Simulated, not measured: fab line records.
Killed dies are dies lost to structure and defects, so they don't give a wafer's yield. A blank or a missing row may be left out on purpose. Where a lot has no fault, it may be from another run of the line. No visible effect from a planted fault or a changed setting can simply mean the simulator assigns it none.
Lot-split experiment + flow n5 finfet + on a route of 1938 steps: 7 lots, 39 wafers read

== ABOUT THE SPLIT ==
At N5_GATE_CUT_EXPOSE_10 (exposes mask GATE CUT, target cd 20 nm), the setting dose mj was moved away from the recipe's 43.25 on 12 of the 39 wafers read, by -4.2% to +7.7%. All remaining wafers had this setting at the recipe value.

== FROM THE SPLIT TO THE READING: what the file shows between them, 2 steps ==
- N5_GATE_CUT_PEB_11: peb time 60 s
- N5_GATE_CUT_DEVELOP_12: develop time 30 s

== THE READING ==
cd nm at N5_GATE_CUT_CD_MEAS_13, given in nm (cd target 20 nm). Fault-free wafers of this fab line usually give 20.06 nm, standard deviation 0.28 nm.

| wafer  | tool, chamber at the split | dose mj as run | against the recipe | cd nm, nm | against lot-mates on the recipe |
|--------|----------------------------|----------------|--------------------|-----------|---------------------------------|
| L075.1 | euv scanner-02, 0          | 43.25          | recipe             | 20.39     | -                               |
| L075.2 | euv scanner-02, 0          | 42.02          | -2.8%              | 19.42     | -0.80                           |
| L075.3 | euv scanner-02, 0          | 43.25          | recipe             | 20.10     | -                               |
| L075.4 | euv scanner-02, 0          | 43.25          | recipe             | 20.17     | -                               |
| L075.5 | euv scanner-02, 0          | 42.02          | -2.8%              | 19.97     | -0.25                           |
| L075.6 | euv scanner-02, 0          | 42.02          | -2.8%              | 19.15     | -1.07                           |
| L076.1 | euv scanner-01, 0          | 43.25          | recipe             | 20.14     | -                               |
| L076.2 | euv scanner-01, 0          | 41.44          | -4.2%              | 19.26     | -0.85                           |
| L076.3 | euv scanner-01, 0          | 43.25          | recipe             | 20.31     | -                               |
| L076.4 | euv scanner-01, 0          | 41.44          | -4.2%              | 19.48     | -0.63                           |
| L076.5 | euv scanner-01, 0          | 41.44          | -4.2%              | 19.02     | -1.09                           |
| L076.6 | euv scanner-01, 0          | 43.25          | recipe             | 19.89     | -                               |
| L077.1 | euv scanner-02, 0          | 43.25          | recipe             | 20.26     | -                               |
| L077.2 | euv scanner-02, 0          | 43.25          | recipe             | 20.01     | -                               |
| L077.3 | euv scanner-02, 0          | 43.25          | recipe             | 19.79     | -                               |
| L077.4 | euv scanner-02, 0          | 43.25          | recipe             | 20.47     | -                               |
| L077.5 | euv scanner-02, 0          | 43.25          | recipe             | 19.85     | -                               |
| L077.6 | euv scanner-02, 0          | 43.25          | recipe             | 19.60     | -                               |
| L079.1 | euv scanner-01, 0          | 46.57          | +7.7%              | 21.95     | +2.10                           |
| L079.2 | euv scanner-01, 0          | 43.25          | recipe             | 20.00     | -                               |
| L079.3 | euv scanner-01, 0          | 43.25          | recipe             | 19.75     | -                               |
| L079.4 | euv scanner-01, 0          | 43.25          | recipe             | 19.79     | -                               |
| L079.5 | euv scanner-01, 0          | 46.57          | +7.7%              | 21.60     | +1.75                           |
| L079.6 | euv scanner-01, 0          | 46.57          | +7.7%              | 21.51     | +1.66                           |
| L081.1 | euv scanner-02, 0          | 45.58          | +5.4%              | 21.05     | +0.67                           |
| L081.2 | euv scanner-02, 0          | 43.25          | recipe             | 20.21     | -                               |
| L081.3 | euv scanner-02, 0          | 43.25          | recipe             | 20.36     | -                               |
| L081.4 | euv scanner-02, 0          | 43.25          | recipe             | 20.56     | -                               |
| L081.5 | euv scanner-02, 0          | 45.58          | +5.4%              | 21.19     | +0.81                           |
| L081.6 | euv scanner-02, 0          | 45.58          | +5.4%              | 21.00     | +0.62                           |
| L082.1 | euv scanner-02, 0          | 43.25          | recipe             | 20.01     | -                               |
| L082.3 | euv scanner-02, 0          | 43.25          | recipe             | 19.97     | -                               |
| L082.5 | euv scanner-02, 0          | 43.25          | recipe             | 19.95     | -                               |
| L086.1 | euv scanner-01, 0          | 43.25          | recipe             | 20.26     | -                               |
| L086.2 | euv scanner-01, 0          | 43.25          | recipe             | 20.07     | -                               |
| L086.3 | euv scanner-01, 0          | 43.25          | recipe             | 20.12     | -                               |
| L086.4 | euv scanner-01, 0          | 43.25          | recipe             | 19.83     | -                               |
| L086.5 | euv scanner-01, 0          | 43.25          | recipe             | 19.85     | -                               |
| L086.6 | euv scanner-01, 0          | 43.25          | recipe             | 19.98     | -                               |

THE FIT
A straight line over all 39 wafers: cd nm changes by +0.201 nm for each +1% of dose mj; r = +0.93; the points scatter about the line by 0.24 nm.
The same after taking each lot's own level away (the mean of its wafers on the recipe; 39 wafers): +0.208 nm for each +1%; r = +0.93; scatter 0.24 nm.
On that fit, the largest move of dose mj shifts the reading by 1.6 nm.
Measured against the standard deviation above, the lots' own levels, which go from 19.847 to 20.377 nm, span 1.9 times it.
So the lot-to-lot level changes the slope little: the two slopes agree.
Check: +1.46 nm against its lot-mates is what the line predicts for one of the wafers moved furthest among these (+7.7%) when that wafer is left out of the fit. Against them it came out at +2.1 nm.

== THE OTHER SPLITS THESE WAFERS WENT THROUGH ==
Note: prior to the reading, these wafers also went through further splits. Each is held against what the fit with the lots' levels taken away leaves over:
| other split on the same wafers        | wafers away from the commonest value | r with cd nm (lot level and that fit taken away) |
|---------------------------------------|--------------------------------------|--------------------------------------------------|
| N5_PMOS_HMC_CHANNEL_EPI_EPI_20 temp c | 12                                   | +0.07                                            |
| N5_DUMMY_GATE_ETCH_37 source w        | 15                                   | +0.15                                            |
| N5_DUMMY_GATE_ETCH_32 time s          | 18                                   | -0.13                                            |

== THE WHOLE CHAIN: every reading that the file lists as answering this split, in the file's order ==
| step                   | what it does                                                       | reading                                                         | change (the file's fit)               | r (the file's) |
|------------------------|--------------------------------------------------------------------|-----------------------------------------------------------------|---------------------------------------|----------------|
| N5_GATE_CUT_CD_MEAS_13 | target cd 20 nm                                                    | cd nm                                                           | +0.207 nm for each +1% of the setting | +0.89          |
| N5_GATE_CUT_DESCUM_18  | chemistry O2, time 7 s                                             | GATE_CUT.cd nm (the simulator's own value, which no gauge read) | +0.205 nm for each +1% of the setting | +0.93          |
| N5_GATE_CUT_ETCH_36    | etches SiARC in CF4, target depth 13 nm, time 21.7 s               | GATE_CUT.cd nm (the simulator's own value, which no gauge read) | +0.217 nm for each +1% of the setting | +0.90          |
| N5_GATE_CUT_ETCH_37    | etches SOC in N2/H2, target depth 60 nm, overetch 12 nm, time 90 s | GATE_CUT.cd nm (the simulator's own value, which no gauge read) | +0.225 nm for each +1% of the setting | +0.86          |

== FILE'S OWN FIT ==
cd nm changes by +0.207 nm for each +1% of dose mj, r = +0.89.
